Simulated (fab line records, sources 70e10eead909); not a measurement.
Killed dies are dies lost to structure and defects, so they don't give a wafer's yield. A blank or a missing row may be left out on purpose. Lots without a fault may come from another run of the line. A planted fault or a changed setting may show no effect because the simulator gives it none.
A struck lot beside a sound one | flow nand_harc | 15 steps out of a route of 1302
Sound: wafers L754.1, L754.3, L754.4. Struck: wafers L748.4, L748.5, L748.6. The cause comes at the end.
At each step with rows: each side's tool, then ch and its chambers, then its first start. Under that, the readings that differ: sound wafers | struck wafers | difference of the means | sigmas: that difference in standard deviations of wafers without a fault.
alike: readings whose means differ by less than 2 such deviations, and words and numbers that are the same on both sides. not compared: withheld readings, readings that some wafer has no value for, bounds like >300 that may hide the same value, and numbers for which the record gives no deviation and whose values overlap.
The two part at a step that has a row with sigmas, a row that says differs or no value, or rows on one side only. Numbers that don't overlap but have no deviation are shown without sigmas and don't part them. A reading that every wafer of one side lacks parts them only if that side has two wafers or more.

NHARC_P_ZERO_WELL_CD_MEAS_24: target cd 720 nm.
  sound on cd_sem-03 ch 0, day 8 04:38; struck on cd_sem-01 ch 0, day 5 16:33
  reading    | sound             | struck            | difference | sigmas
  cd_nm (nm) | 722.1 720.3 722.9 | 715.2 714.4 717.6 | -6.0       | -3
then, 1 step without rows for these wafers: NHARC_P_ZERO_WELL_HARDBAKE_25 (time 80 s).
NHARC_P_ZERO_WELL_DESCUM_26: chemistry O2, time 3 s.
  sound on rie_diel-02 ch 0,1,2, day 8 05:02; struck on rie_diel-13 ch 0,2,3, day 5 16:44
  alike: drypump_motor_current_A, o2_flow_sccm, oes_product_au, rf_vpp_V, showerhead_plenum_p_Torr, throttle_valve_pct
  not compared: rf_hours_counter_h
then, 9 steps without rows for these wafers: NHARC_P_ZERO_WELL_IMPLANT_27; NHARC_P_ZERO_WELL_IMPLANT_57; NHARC_P_ZERO_WELL_IMPLANT_58; NHARC_P_ZERO_WELL_STRIP_28 (strips in SPM, time 840 s); NHARC_P_ZERO_WELL_DEHYDRATE_29 (time 120 s); NHARC_P_ZERO_WELL_HMDS_30 (time 30 s); NHARC_P_ZERO_WELL_COAT_31; NHARC_P_ZERO_WELL_SOFTBAKE_32 (time 95 s); NHARC_P_ZERO_WELL_EBR_33.
NHARC_P_ZERO_WELL_EXPOSE_34: exposes mask P PWELL, target cd 720 nm.
  sound on krf_scanner-02 ch 0, day 8 06:23; struck on krf_scanner-04 ch 0, day 5 17:58
  reading              | sound                | struck               | difference | sigmas
  exposure_dose_mJ_cm2 | 22.309 22.297 22.304 | 21.887 21.823 21.825 | -0.458     | -25
  alike: mask
then, 1 step without rows for these wafers: NHARC_P_ZERO_WELL_PEB_35 (peb time 85 s).
NHARC_END_SORT_01:
  the record has rows for the sound wafers here (prober-01 ch 0, day 30 09:39) and none for the struck ones

WHERE THEY PART
First at NHARC_P_ZERO_WELL_CD_MEAS_24; last, within this record, at NHARC_END_SORT_01.

WHY: what the simulator had put in
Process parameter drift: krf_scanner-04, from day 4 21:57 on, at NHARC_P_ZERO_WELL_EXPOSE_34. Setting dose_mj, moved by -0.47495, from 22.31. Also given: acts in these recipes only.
